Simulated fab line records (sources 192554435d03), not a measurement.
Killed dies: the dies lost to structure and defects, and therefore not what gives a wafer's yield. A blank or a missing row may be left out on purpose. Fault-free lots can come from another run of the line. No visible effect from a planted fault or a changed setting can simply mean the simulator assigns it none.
Chamber matching	flow n5-finfet	rie-si-04 running N5_PMOS_HMC_CHANNEL_EPI_ETCH_38: 4 sister chambers
The step etches SiO2 in CF4, target depth 1.5 nm. 22 wafers are shown with their chamber, then 11 later ones without.

== EACH WAFER AND ITS CHAMBER ==
wafer	chamber	drypump-motor-current-A (A)	throttle-valve-pct (%)	oes-product-au (a.u.)
L075.1	2	5.9	22.35	1.028
L075.4	3	6.2	21.48	1.057
L075.5	2	5.9	22.33	1.022
L077.2	3	6.2	21.48	1.051
L077.3	0	6.2	21.69	1.014
L077.6	1	5.0	21.70	0.981
L081.1	0	6.1	21.69	1.015
L081.2	1	5.0	21.71	0.989
L081.6	0	6.2	21.69	1.010
L083.1	0	6.2	21.68	1.011
L083.2	1	5.0	21.70	0.982
L083.3	2	5.9	22.36	1.017
L083.4	3	6.2	21.48	1.052
L083.5	0	6.1	21.70	1.014
L083.6	3	6.2	21.48	1.049
L088.1	0	6.2	21.70	1.010
L088.5	1	5.0	21.70	0.979
L088.6	0	6.2	21.69	1.012
L094.1	0	6.2	21.70	1.004
L094.2	1	5.0	21.68	0.970
L094.3	3	6.2	21.49	1.034
L094.4	2	5.9	22.34	1.021

SIGNATURES, as means of the wafers listed above
reading	chamber 0	chamber 1	chamber 2	chamber 3	scatter within a chamber
drypump-motor-current-A	6.175	5.000	5.900	6.200	0.0289
throttle-valve-pct	21.6925	21.6980	22.3450	21.4820	0.00885
oes-product-au	1.01125	0.98020	1.02200	1.04860	0.00594
Rule: a wafer's distance from a chamber is the root of the sum, over the readings, of the square of ((its reading less the chamber's mean) divided by the reading's scatter). If the next closest chamber is less than 2 further off than the closest, the wafer can't be placed; otherwise it belongs to the closest. The scatter: the root of (the sum of the squares of (reading less its chamber's mean) over the shown wafers, divided by (wafers less chambers)).

== WAFERS WITH NO CHAMBER GIVEN ==
wafer	drypump-motor-current-A (A)	throttle-valve-pct (%)	oes-product-au (a.u.)
L094.5	5.9	22.34	1.011
L094.6	6.2	21.47	1.048
L095.1	5.9	22.34	1.022
L095.3	5.1	21.72	0.980
L095.6	5.0	21.70	0.979
L097.1	5.9	22.34	1.013
L097.2	6.2	21.49	1.045
L097.3	6.2	21.68	1.003
L097.4	5.0	21.71	0.991
L097.5	5.9	22.34	1.032
L097.6	6.2	21.49	1.047

== CHAMBER TAKEN BY EACH ==
wafer	from the rows above	in truth
L094.5	2	2
L094.6	3	3
L095.1	2	2
L095.3	1	1
L095.6	1	1
L097.1	2	2
L097.2	3	3
L097.3	0	0
L097.4	1	1
L097.5	2	2
L097.6	3	3
11 of 11 placed correctly. From these rows, 0 cannot be placed. Wrongly placed: 0.
